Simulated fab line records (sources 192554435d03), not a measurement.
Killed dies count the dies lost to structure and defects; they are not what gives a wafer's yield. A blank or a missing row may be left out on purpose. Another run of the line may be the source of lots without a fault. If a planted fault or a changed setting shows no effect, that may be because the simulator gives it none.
Lot-split experiment / flow n5 finfet / 21 wafers read from 7 lots, route of 1938 steps

== THE SPLIT ==
At N5_BEOL_M0_SAQP_SPACER1_ALD_98 (deposits SiO2, target thk 12.8 nm, pulse time 1 s, purge time 2 s), the setting ald cycles was moved away from the recipe's 138 on 7 of the 21 wafers read, by -15.2% to +6.5%. All remaining wafers had this setting at the recipe value.

== FROM THE SPLIT TO THE READING: what the file shows between them, 2 steps ==
- N5_BEOL_M0_SAQP_SPACER1_ETCHBACK_99: etches SiO2 in CHF3/O2, target depth 15.4 nm, time 7.7 s
- N5_BEOL_M0_SAQP_MANDREL1_REMOVE_100: chemistry HBr/Cl2/O2, target a-Si, stops on SiNx, bt time 10 s

== THE READING ==
cd nm, in nm, at N5_BEOL_M0_SAQP_CD_MEAS_25 (target cd 13.1 nm). Typical for fault-free wafers on this fab line: 12.79 nm, with standard deviation 0.21 nm.

wafer=L086.1; tool, chamber at the split=ald sin-03, 3,1,0; ald cycles as run=138; against the recipe=recipe; cd nm, nm=12.78; against lot-mates on the recipe=-
wafer=L086.2; tool, chamber at the split=ald sin-03, 3,1,0; ald cycles as run=138; against the recipe=recipe; cd nm, nm=12.89; against lot-mates on the recipe=-
wafer=L086.3; tool, chamber at the split=ald sin-03, 3,1,0; ald cycles as run=138; against the recipe=recipe; cd nm, nm=12.55; against lot-mates on the recipe=-
wafer=L088.1; tool, chamber at the split=ald sin-02, 2; ald cycles as run=138; against the recipe=recipe; cd nm, nm=12.61; against lot-mates on the recipe=-
wafer=L088.2; tool, chamber at the split=ald sin-02, 3; ald cycles as run=117; against the recipe=-15.2%; cd nm, nm=10.99; against lot-mates on the recipe=-1.62
wafer=L088.3; tool, chamber at the split=ald sin-02, 0; ald cycles as run=117; against the recipe=-15.2%; cd nm, nm=10.82; against lot-mates on the recipe=-1.79
wafer=L089.2; tool, chamber at the split=ald sin-03, 3,2; ald cycles as run=138; against the recipe=recipe; cd nm, nm=12.55; against lot-mates on the recipe=-
wafer=L089.4; tool, chamber at the split=ald sin-03, 0; ald cycles as run=124; against the recipe=-10.1%; cd nm, nm=11.83; against lot-mates on the recipe=-0.79
wafer=L089.5; tool, chamber at the split=ald sin-03, 3,2; ald cycles as run=138; against the recipe=recipe; cd nm, nm=12.69; against lot-mates on the recipe=-
wafer=L090.1; tool, chamber at the split=ald sin-04, 0,1; ald cycles as run=147; against the recipe=+6.5%; cd nm, nm=13.38; against lot-mates on the recipe=+0.78
wafer=L090.3; tool, chamber at the split=ald sin-04, 0,1; ald cycles as run=147; against the recipe=+6.5%; cd nm, nm=13.51; against lot-mates on the recipe=+0.91
wafer=L090.5; tool, chamber at the split=ald sin-04, 0; ald cycles as run=138; against the recipe=recipe; cd nm, nm=12.60; against lot-mates on the recipe=-
wafer=L092.1; tool, chamber at the split=ald sin-02, 0; ald cycles as run=138; against the recipe=recipe; cd nm, nm=12.70; against lot-mates on the recipe=-
wafer=L092.2; tool, chamber at the split=ald sin-02, 1; ald cycles as run=138; against the recipe=recipe; cd nm, nm=12.82; against lot-mates on the recipe=-
wafer=L092.5; tool, chamber at the split=ald sin-02, 0; ald cycles as run=138; against the recipe=recipe; cd nm, nm=13.05; against lot-mates on the recipe=-
wafer=L093.2; tool, chamber at the split=ald sin-02, 3; ald cycles as run=138; against the recipe=recipe; cd nm, nm=12.58; against lot-mates on the recipe=-
wafer=L093.4; tool, chamber at the split=ald sin-02, 0; ald cycles as run=130; against the recipe=-5.8%; cd nm, nm=11.56; against lot-mates on the recipe=-1.02
wafer=L093.5; tool, chamber at the split=ald sin-02, 0; ald cycles as run=130; against the recipe=-5.8%; cd nm, nm=11.81; against lot-mates on the recipe=-0.77
wafer=L097.1; tool, chamber at the split=ald sin-02, 3,1,1; ald cycles as run=138; against the recipe=recipe; cd nm, nm=12.79; against lot-mates on the recipe=-
wafer=L097.3; tool, chamber at the split=ald sin-02, 3,1,1; ald cycles as run=138; against the recipe=recipe; cd nm, nm=12.38; against lot-mates on the recipe=-
wafer=L097.4; tool, chamber at the split=ald sin-02, 3,1,1; ald cycles as run=138; against the recipe=recipe; cd nm, nm=13.09; against lot-mates on the recipe=-
Rows listing several chambers each stand for several wafers; the file does not say which wafer went through which chamber.

THE FIT
A straight line over all 21 wafers: cd nm changes by +0.118 nm for each +1% of ald cycles; r = +0.95; the points scatter about the line by 0.22 nm.
The same after taking each lot's own level away (the mean of its wafers on the recipe; 21 wafers): +0.114 nm for each +1%; r = +0.96; scatter 0.19 nm.
According to that fit, moving ald cycles by its largest amount changes the reading by 1.7 nm.
From 12.580 to 12.857 nm: that is the span of the lots' own levels, equal to 1.3 times the standard deviation above.
The two slopes are in agreement: the lot-to-lot level therefore moves the slope only a little.
Check: for one of the wafers moved furthest among these (-15.2%), held out of the fit, the line's prediction against its lot-mates is -1.77 nm. It came out at -1.62 nm against them.

== OTHER SPLITS APPLIED TO THESE WAFERS ==
Before the reading, these wafers also passed through other splits. Each is held against what the fit with the lots' levels taken away leaves over:
other split on the same wafers=N5_GATE_CUT_ETCH_36 cf4 flow sccm; wafers away from the commonest value=5; r with cd nm (lot level and that fit taken away)=-0.34
other split on the same wafers=N5_MOL_CONTACT_COAG_EXPOSE_37 dose mj; wafers away from the commonest value=8; r with cd nm (lot level and that fit taken away)=+0.25
other split on the same wafers=N5_MOL_CONTACT_COAG_ALD_133 ald cycles; wafers away from the commonest value=5; r with cd nm (lot level and that fit taken away)=+0.00

== THE WHOLE CHAIN: every reading that the file lists as answering this split, in the file's order ==
step=N5_BEOL_M0_SAQP_SPACER1_ALD_98; what it does=deposits SiO2, target thk 12.8 nm, pulse time 1 s, purge time 2 s; reading=SiO2_of_BEOL_M0_SAQP_SPACER1_ALD_98.thk nm (the simulator's own value, which no gauge read); change (the file's fit)=+0.124 nm for each +1% of the setting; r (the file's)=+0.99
step=N5_BEOL_M0_SAQP_MANDREL1_REMOVE_100; what it does=chemistry HBr/Cl2/O2, target a-Si, stops on SiNx, bt time 10 s; reading=BEOL_M0_SAQP.cd nm (the simulator's own value, which no gauge read); change (the file's fit)=+0.125 nm for each +1% of the setting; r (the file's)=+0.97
step=N5_BEOL_M0_SAQP_MANDREL1_REMOVE_100; what it does=chemistry HBr/Cl2/O2, target a-Si, stops on SiNx, bt time 10 s; reading=SiO2_of_BEOL_M0_SAQP_SPACER1_ALD_98.thk nm (the simulator's own value, which no gauge read); change (the file's fit)=+0.131 nm for each +1% of the setting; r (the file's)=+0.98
step=N5_BEOL_M0_SAQP_CD_MEAS_25; what it does=target cd 13.1 nm; reading=cd nm; change (the file's fit)=+0.109 nm for each +1% of the setting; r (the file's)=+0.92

== THE FILE'S OWN FIT ==
cd nm changes by +0.109 nm for each +1% of ald cycles, r = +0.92.
